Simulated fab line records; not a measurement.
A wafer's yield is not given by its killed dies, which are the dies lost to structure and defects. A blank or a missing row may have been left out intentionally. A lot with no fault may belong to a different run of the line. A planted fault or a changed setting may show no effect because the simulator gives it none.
Which tool did it? -- flow n5_finfet -- 24 lots with 72 wafers sampled at 6 steps, on a route of 1938 steps

WHAT THE GAUGES SHOWED, per wafer
N5_BEOL_M8_CD_MEAS_18: pitch 80 nm, target cd 40 nm.
lot,measured,on,cd_nm (nm)
L074,day 8 23:47,cd_sem-02,39.9 40.6 39.5
L075,day 10 04:58,cd_sem-03,39.7 40.3 40.3
L076,day 10 12:43,cd_sem-03,39.9 39.1 40.1
L077,day 10 13:11,cd_sem-03,39.8 39.4 40.0
L078,day 10 23:13,cd_sem-01,39.4 39.3 40.0
L079,day 11 10:59,cd_sem-02,39.7 40.1 39.6
L080,day 11 11:10,cd_sem-01,40.0 39.2 40.2
L082,day 11 15:52,cd_sem-03,38.7 39.9 39.6
L081,day 11 21:21,cd_sem-01,40.7 40.1 40.7
L085,day 11 21:34,cd_sem-02,39.5 40.3 40.2
L083,day 12 08:32,cd_sem-01,39.9 37.9 40.0
L084,day 12 13:38,cd_sem-02,40.4 40.5 39.8
L088,day 12 16:29,cd_sem-01,39.1 40.0 40.5
L086,day 12 16:43,cd_sem-01,39.0 39.4 39.1
L087,day 12 16:56,cd_sem-01,39.7 39.9 40.5
L089,day 13 09:51,cd_sem-02,40.0 40.5 40.3
L090,day 13 20:56,cd_sem-01,40.1 39.5 39.1
L091,day 14 05:05,cd_sem-02,41.2 40.0 39.8
L093,day 14 05:20,cd_sem-02,40.4 40.4 40.0
L094,day 14 12:56,cd_sem-01,39.0 38.9 39.0
L092,day 14 12:37,cd_sem-01,41.1 39.6 40.2
L095,day 15 22:25,cd_sem-01,40.3 39.6 40.3
L097,day 15 22:37,cd_sem-01,39.9 39.8 40.0
L096,day 15 23:26,cd_sem-03,40.6 39.3 40.1

N5_BEOL_M9_OVL_MEAS_12.
lot,measured,on,M9_OVL (nm)
L074,day 9 07:19,overlay-02,0.0 0.4 0.7
L075,day 10 12:52,overlay-02,-0.4 0.5 0.5
L076,day 10 22:35,overlay-01,-0.7 -1.4 -1.0
L077,day 10 22:50,overlay-02,-1.5 -1.6 -1.0
L078,day 11 04:54,overlay-01,-0.5 -0.8 1.6
L079,day 11 20:53,overlay-01,-0.1 1.4 -0.6
L080,day 11 21:07,overlay-01,-0.6 -0.4 -0.9
L082,day 12 00:29,overlay-02,0.3 0.0 0.1
L081,day 12 07:17,overlay-02,-0.5 0.3 1.0
L085,day 12 05:10,overlay-01,0.5 0.9 0.2
L083,day 12 16:08,overlay-02,-1.1 -0.1 0.1
L084,day 12 19:44,overlay-01,0.3 -0.6 -0.1
L088,day 13 04:20,overlay-02,-1.3 -0.5 0.1
L086,day 13 04:31,overlay-02,-1.9 -1.8 -0.4
L087,day 13 04:11,overlay-02,-1.4 -1.1 0.2
L089,day 13 16:40,overlay-02,0.1 -0.3 -0.6
L090,day 14 07:26,overlay-01,0.0 -1.3 -0.9
L091,day 14 12:07,overlay-01,0.0 -0.1 0.8
L093,day 14 12:05,overlay-02,-1.4 -0.2 0.3
L094,day 15 05:26,overlay-02,-1.4 -1.6 0.3
L092,day 15 00:08,overlay-02,-0.8 0.1 -0.6
L095,day 16 04:45,overlay-01,-0.6 0.5 -0.5
L097,day 16 07:59,overlay-02,-1.8 -0.3 -1.1
L096,day 16 08:08,overlay-01,0.3 -0.7 -0.1

TOOL THAT RAN EACH LOT (tool first, then ch and the chambers of the sampled wafers, then the start)
lot,N5_BEOL_M7_CURE_75,N5_BEOL_M7_ALD_77,N5_BEOL_M8_ETCH_62,N5_BEOL_M8_CURE_75
L074,"uv_cure-03 ch 2, day 8 19:08","ald_metal-03 ch 2,3, day 8 19:37","rie_diel-06 ch 1,3, day 8 23:25","uv_cure-02 ch 2, day 9 02:33"
L075,"uv_cure-01 ch 1, day 9 22:10","ald_metal-04 ch 0,2, day 9 22:47","rie_diel-05 ch 0,2, day 10 04:36","uv_cure-02 ch 1, day 10 06:58"
L076,"uv_cure-03 ch 2, day 10 03:53","ald_metal-01 ch 1,2,3, day 10 04:26","rie_diel-06 ch 2,3, day 10 12:19","uv_cure-01 ch 1, day 10 16:00"
L077,"uv_cure-01 ch 2, day 10 04:59","ald_metal-03 ch 1,3, day 10 06:58","rie_diel-06 ch 1,2, day 10 12:47","uv_cure-02 ch 2, day 10 16:32"
L078,"uv_cure-02 ch 0, day 10 16:11","ald_metal-03 ch 0,2,3, day 10 16:47","rie_diel-01 ch 1,2,3, day 10 22:45","uv_cure-01 ch 0, day 11 01:31"
L079,"uv_cure-01 ch 1, day 11 04:11","ald_metal-03 ch 0,1,3, day 11 04:46","rie_diel-06 ch 0,1, day 11 10:28","uv_cure-02 ch 2, day 11 12:14"
L080,"uv_cure-01 ch 1, day 11 04:32","ald_metal-04 ch 0,3, day 11 05:43","rie_diel-01 ch 0,3, day 11 10:45","uv_cure-02 ch 1, day 11 12:35"
L082,"uv_cure-01 ch 0, day 11 10:06","ald_metal-03 ch 1,2,3, day 11 10:46","rie_diel-06 ch 0,1, day 11 15:29","uv_cure-01 ch 2, day 11 20:21"
L081,"uv_cure-01 ch 0, day 11 12:28","ald_metal-01 ch 0,1,3, day 11 13:25","rie_diel-01 ch 1,2, day 11 20:59","uv_cure-01 ch 0, day 12 01:05"
L085,"uv_cure-02 ch 1, day 11 12:53","ald_metal-01 ch 0,2, day 11 14:37","rie_diel-06 ch 0,1,2, day 11 21:11","uv_cure-03 ch 2, day 12 00:44"
L083,"uv_cure-03 ch 2, day 12 02:58","ald_metal-04 ch 1,2,3, day 12 03:34","rie_diel-01 ch 0,1,2, day 12 08:04","uv_cure-01 ch 0, day 12 11:18"
L084,"uv_cure-01 ch 0, day 12 07:34","ald_metal-04 ch 2,3, day 12 08:35","rie_diel-06 ch 0,2, day 12 13:16","uv_cure-03 ch 2, day 12 15:17"
L088,"uv_cure-03 ch 1, day 12 10:50","ald_metal-04 ch 0,1, day 12 11:28","rie_diel-01 ch 1,3, day 12 16:05","uv_cure-02 ch 2, day 12 19:52"
L086,"uv_cure-02 ch 0, day 12 11:03","ald_metal-01 ch 0,2, day 12 11:31","rie_diel-05 ch 0,1,3, day 12 16:15","uv_cure-02 ch 1, day 12 20:07"
L087,"uv_cure-02 ch 2, day 12 11:21","ald_metal-01 ch 1,2, day 12 11:49","rie_diel-05 ch 0,1,2, day 12 16:33","uv_cure-03 ch 0, day 12 19:32"
L089,"uv_cure-02 ch 1, day 13 06:02","ald_metal-03 ch 0,1,3, day 13 06:38","rie_diel-06 ch 1,2, day 13 09:29","uv_cure-01 ch 0, day 13 12:10"
L090,"uv_cure-03 ch 1, day 13 15:25","ald_metal-04 ch 0,1,2, day 13 16:04","rie_diel-06 ch 0,2, day 13 20:13","uv_cure-01 ch 1, day 14 00:59"
L091,"uv_cure-02 ch 2, day 13 22:09","ald_metal-01 ch 2,3, day 13 23:53","rie_diel-06 ch 0,1,3, day 14 04:42","uv_cure-03 ch 1, day 14 07:28"
L093,"uv_cure-01 ch 0, day 13 22:16","ald_metal-04 ch 2,3, day 14 00:04","rie_diel-06 ch 1,2,3, day 14 04:58","uv_cure-02 ch 1, day 14 07:22"
L094,"uv_cure-03 ch 2, day 14 04:51","ald_metal-03 ch 1,2,3, day 14 06:53","rie_diel-05 ch 1,2, day 14 12:22","uv_cure-01 ch 0, day 14 17:18"
L092,"uv_cure-02 ch 1, day 14 04:54","ald_metal-04 ch 1,2,3, day 14 06:58","rie_diel-01 ch 1,2,3, day 14 12:07","uv_cure-03 ch 2, day 14 16:53"
L095,"uv_cure-01 ch 2, day 15 15:25","ald_metal-04 ch 0,3, day 15 16:50","rie_diel-05 ch 0,1,3, day 15 21:59","uv_cure-03 ch 1, day 15 23:42"
L097,"uv_cure-02 ch 0, day 15 15:51","ald_metal-03 ch 0,1,2, day 15 17:18","rie_diel-05 ch 0,1, day 15 22:14","uv_cure-03 ch 2, day 16 01:16"
L096,"uv_cure-02 ch 2, day 15 17:38","ald_metal-04 ch 1,3, day 15 18:07","rie_diel-01 ch 0,1, day 15 23:04","uv_cure-02 ch 2, day 16 01:49"
- N5_BEOL_M7_CURE_75: cures SiCOH lowk, time 120 s.
- N5_BEOL_M7_ALD_77: deposits TaN, target thk 2 nm, pulse time 2 s, purge time 3 s.
- N5_BEOL_M8_ETCH_62: etches SOC in N2/H2, target depth 110 nm, overetch 22 nm, time 165 s.
- N5_BEOL_M8_CURE_75: cures SiCOH lowk, time 120 s.

WHAT THE TOOLS THEMSELVES READ (means of the sampled wafers that have a number; where no wafer has one, the mark that the record gives instead)
N5_BEOL_M7_CURE_75.
lot,tool,lamp_power_pct (%),wafer_temp_C_max
L074,uv_cure-03,52.36,371.2
L075,uv_cure-01,52.31,373.0
L076,uv_cure-03,52.26,371.2
L077,uv_cure-01,52.32,371.9
L078,uv_cure-02,52.34,371.2
L079,uv_cure-01,52.31,373.1
L080,uv_cure-01,52.28,372.9
L082,uv_cure-01,52.29,373.2
L081,uv_cure-01,52.36,372.7
L085,uv_cure-02,52.35,372.3
L083,uv_cure-03,52.26,371.7
L084,uv_cure-01,52.32,372.3
L088,uv_cure-03,52.31,372.5
L086,uv_cure-02,52.33,370.8
L087,uv_cure-02,52.32,371.1
L089,uv_cure-02,52.35,372.2
L090,uv_cure-03,52.30,372.2
L091,uv_cure-02,52.35,371.0
L093,uv_cure-01,52.33,372.3
L094,uv_cure-03,52.27,371.5
L092,uv_cure-02,52.24,373.2
L095,uv_cure-01,52.26,372.2
L097,uv_cure-02,52.31,371.5
L096,uv_cure-02,52.28,371.0

N5_BEOL_M7_ALD_77.
lot,tool,chamber_pressure_Torr (Torr),heater_power_w (W),precursor_vessel_pressure_torr (Torr)
L074,ald_metal-03,3.004,420,26.24
L075,ald_metal-04,2.998,427,26.27
L076,ald_metal-01,3.001,384,26.24
L077,ald_metal-03,2.994,465,26.27
L078,ald_metal-03,3.001,414,26.24
L079,ald_metal-03,2.995,450,26.22
L080,ald_metal-04,3.003,468,26.26
L082,ald_metal-03,2.993,425,26.19
L081,ald_metal-01,3.004,397,26.24
L085,ald_metal-01,3.000,378,26.22
L083,ald_metal-04,3.002,409,26.30
L084,ald_metal-04,2.999,422,26.25
L088,ald_metal-04,2.997,440,26.26
L086,ald_metal-01,2.997,398,26.26
L087,ald_metal-01,3.001,366,26.24
L089,ald_metal-03,2.994,458,26.26
L090,ald_metal-04,3.003,414,26.23
L091,ald_metal-01,3.000,404,26.28
L093,ald_metal-04,3.006,420,26.25
L094,ald_metal-03,3.003,433,26.23
L092,ald_metal-04,2.997,404,26.22
L095,ald_metal-04,3.001,460,26.24
L097,ald_metal-03,2.996,414,26.29
L096,ald_metal-04,3.001,427,26.22

N5_BEOL_M8_ETCH_62.
lot,tool,bias_w (W),drypump_motor_current_A (A),oes_product_au (a.u.),rf_vpp_V (V),showerhead_plenum_p_Torr (Torr),throttle_valve_pct (%)
L074,rie_diel-06,150.4,5.1,0.62,521.4,2.44,18.14
L075,rie_diel-05,149.9,5.7,0.80,524.1,2.57,17.52
L076,rie_diel-06,149.8,5.9,0.66,522.9,2.53,18.08
L077,rie_diel-06,149.6,6.0,0.76,525.8,2.62,17.72
L078,rie_diel-01,149.9,5.6,0.70,523.7,2.53,17.62
L079,rie_diel-06,149.7,5.1,0.63,521.3,2.46,18.01
L080,rie_diel-01,150.1,5.0,0.70,520.9,2.47,17.85
L082,rie_diel-06,149.8,5.1,0.62,521.4,2.46,18.01
L081,rie_diel-01,150.0,6.0,0.65,523.5,2.54,17.48
L085,rie_diel-06,149.9,5.7,0.68,524.1,2.56,17.82
L083,rie_diel-01,150.1,5.5,0.64,522.0,2.51,17.70
L084,rie_diel-06,150.0,5.9,0.68,524.6,2.58,17.73
L088,rie_diel-01,149.6,5.2,0.72,522.7,2.52,17.76
L086,rie_diel-05,150.0,6.0,0.70,524.5,2.52,17.75
L087,rie_diel-05,150.2,5.8,0.76,523.1,2.52,17.55
L089,rie_diel-06,149.3,6.0,0.72,525.9,2.61,17.76
L090,rie_diel-06,150.3,5.9,0.67,525.2,2.58,17.74
L091,rie_diel-06,150.0,5.3,0.67,523.6,2.56,18.02
L093,rie_diel-06,149.6,5.6,0.71,525.4,2.62,17.95
L094,rie_diel-05,150.3,5.6,0.76,524.3,2.56,17.57
L092,rie_diel-01,150.0,5.6,0.67,522.7,2.52,17.67
L095,rie_diel-05,149.9,6.0,0.75,523.3,2.51,17.67
L097,rie_diel-05,150.0,6.0,0.70,522.4,2.46,17.60
L096,rie_diel-01,149.9,5.0,0.62,521.5,2.46,17.97

N5_BEOL_M8_CURE_75.
lot,tool,lamp_power_pct (%),wafer_temp_C_max
L074,uv_cure-02,52.32,370.9
L075,uv_cure-02,52.30,371.8
L076,uv_cure-01,52.30,373.1
L077,uv_cure-02,52.37,371.1
L078,uv_cure-01,52.36,373.3
L079,uv_cure-02,52.32,370.7
L080,uv_cure-02,52.29,372.4
L082,uv_cure-01,52.37,372.2
L081,uv_cure-01,52.31,372.7
L085,uv_cure-03,52.33,371.5
L083,uv_cure-01,52.29,372.4
L084,uv_cure-03,52.27,371.4
L088,uv_cure-02,52.33,370.9
L086,uv_cure-02,52.31,372.7
L087,uv_cure-03,52.33,372.7
L089,uv_cure-01,52.34,372.1
L090,uv_cure-01,52.29,372.7
L091,uv_cure-03,52.33,372.1
L093,uv_cure-02,52.35,372.5
L094,uv_cure-01,52.37,372.7
L092,uv_cure-03,52.34,371.8
L095,uv_cure-03,52.34,372.4
L097,uv_cure-03,52.31,371.8
L096,uv_cure-02,52.28,370.9

THE ANSWER, worked out from the rows above alone
Rule: usual is defined by the lots themselves. The widest of any qualifying gaps counts: lots, ordered by their means at a reading, are off when they make up no more than a third of the lots, leave a main group of 4 or more, and stand apart from it by 3 or more times the standard deviation of that group's means. The tables above print the reading to a certain number of digits; a main group whose means all agree to those digits is not used. Also off: a lot with no number at a reading for which 4 or more lots have one. All remaining lots with rows at the step are treated as sound. The gauges are gone through in route order, then the tools' own readings, and for those a lot's mean is taken as printed above. The first step at which some lot is off is used, and at that step the reading that is off furthest; a lot without a number counts as furthest.
Nothing can be told from this: no lot is off at any reading shown.

WHAT WAS PUT IN BY THE SIMULATOR
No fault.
